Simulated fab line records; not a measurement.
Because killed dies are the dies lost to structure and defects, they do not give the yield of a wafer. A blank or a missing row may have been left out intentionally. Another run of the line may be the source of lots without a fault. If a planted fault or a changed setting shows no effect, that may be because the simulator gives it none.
Lot-split experiment -- flow n5Finfet -- 7 lots, 39 wafers read, on a route of 1938 steps

== THE SPLIT ==
At N5_DUMMY_GATE_ETCH_37 (etches SOC in N2/H2, target depth 60 nm, overetch 30 nm), the setting sourceW was moved away from the recipe's 840 W on 15 of the 39 wafers read, by -14.0% to +14.8%. The other wafers ran this setting at the recipe's value.

The reading comes from the split's own step.

== THE READING ==
rfVppV, in V, at N5_DUMMY_GATE_ETCH_37 (etches SOC in N2/H2, target depth 60 nm, overetch 30 nm). On this fab line, fault-free wafers typically give 524.1 V with a standard deviation of 2.5 V.

wafer,"tool, chamber at the split","sourceW as run, W",against the recipe,"rfVppV, V",against lot-mates on the recipe
L074.1,"rieDiel-01, 1",752.4,-10.4%,539.6,+14.5
L074.2,"rieDiel-01, 0",840,recipe,523.1,-
L074.3,"rieDiel-01, 3",752.4,-10.4%,546.1,+21.0
L074.4,"rieDiel-01, 2",752.4,-10.4%,546.9,+21.8
L074.5,"rieDiel-01, 3",840,recipe,526.4,-
L074.6,"rieDiel-01, 2",840,recipe,525.7,-
L075.1,"rieDiel-01, 0",840,recipe,521.9,-
L075.2,"rieDiel-01, 1",840,recipe,521.3,-
L075.3,"rieDiel-01, 3",840,recipe,528.5,-
L075.4,"rieDiel-01, 2",840,recipe,528.4,-
L075.5,"rieDiel-01, 0",840,recipe,522.5,-
L075.6,"rieDiel-01, 3",840,recipe,527.7,-
L078.1,"rieDiel-03, 3",894.1,+6.4%,510.4,-15.8
L078.2,"rieDiel-03, 0",894.1,+6.4%,514.3,-11.9
L078.3,"rieDiel-03, 1",894.1,+6.4%,516.4,-9.8
L078.4,"rieDiel-03, 2",840,recipe,528.0,-
L078.5,"rieDiel-03, 0",840,recipe,524.1,-
L078.6,"rieDiel-03, 1",840,recipe,526.4,-
L079.1,"rieDiel-01, 0",840,recipe,522.5,-
L079.2,"rieDiel-01, 1",840,recipe,520.1,-
L079.5,"rieDiel-01, 3",840,recipe,526.1,-
L083.1,"rieDiel-01, 1",840,recipe,521.3,-
L083.2,"rieDiel-01, 2",722.1,-14.0%,553.6,+28.8
L083.3,"rieDiel-01, 3",722.1,-14.0%,554.3,+29.5
L083.4,"rieDiel-01, 0",722.1,-14.0%,549.5,+24.7
L083.5,"rieDiel-01, 3",840,recipe,525.8,-
L083.6,"rieDiel-01, 2",840,recipe,527.2,-
L084.1,"rieDiel-04, 0",840,recipe,525.5,-
L084.2,"rieDiel-04, 2",964,+14.8%,498.1,-25.7
L084.3,"rieDiel-04, 1",964,+14.8%,498.3,-25.5
L084.4,"rieDiel-04, 3",840,recipe,524.0,-
L084.5,"rieDiel-04, 2",964,+14.8%,499.2,-24.6
L084.6,"rieDiel-04, 1",840,recipe,521.8,-
L086.1,"rieDiel-01, 0",727.9,-13.3%,546.8,+21.8
L086.2,"rieDiel-01, 2",840,recipe,526.1,-
L086.3,"rieDiel-01, 3",840,recipe,527.5,-
L086.4,"rieDiel-01, 1",840,recipe,521.4,-
L086.5,"rieDiel-01, 2",727.9,-13.3%,552.3,+27.3
L086.6,"rieDiel-01, 1",727.9,-13.3%,546.9,+21.9

THE FIT
A straight line over all 39 wafers: rfVppV changes by -1.84 V for each +1% of sourceW; r = -0.98; the points scatter about the line by 2.6 V.
The same after taking each lot's own level away (the mean of its wafers on the recipe; 39 wafers): -1.82 V for each +1%; r = -0.98; scatter 2.6 V.
That fit puts the effect of the largest move of sourceW on the reading at 27 V.
Across the lots, their own levels run from 522.90 to 526.17 V, a range of 1.3 times the standard deviation given above.
The two slopes are in agreement: the lot-to-lot level therefore moves the slope only a little.
Check: for one of the wafers moved furthest among these (+14.8%), held out of the fit, the line's prediction against its lot-mates is -26.9 V. Against them it came out at -25.7 V.
Tool readings at the split's step, against how far the setting was moved: rfVppV r = -0.98.

== THESE WAFERS: OTHER SPLITS ==
These wafers also went through other splits before the reading. Each is held against what the fit with the lots' levels taken away leaves over:
other split on the same wafers,wafers away from the commonest value,r with rfVppV (lot level and that fit taken away)
N5_PMOS_HMC_CHANNEL_EPI_EPI_20 tempC,18,-0.20
N5_FIN_SAQP_HM_DEP_03 timeS,18,-0.17
N5_DUMMY_GATE_CVD_03 targetThkA,24,-0.10

== THE FILE'S OWN FIT ==
rfVppV changes by -1.83 V for each +1% of sourceW, r = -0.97.
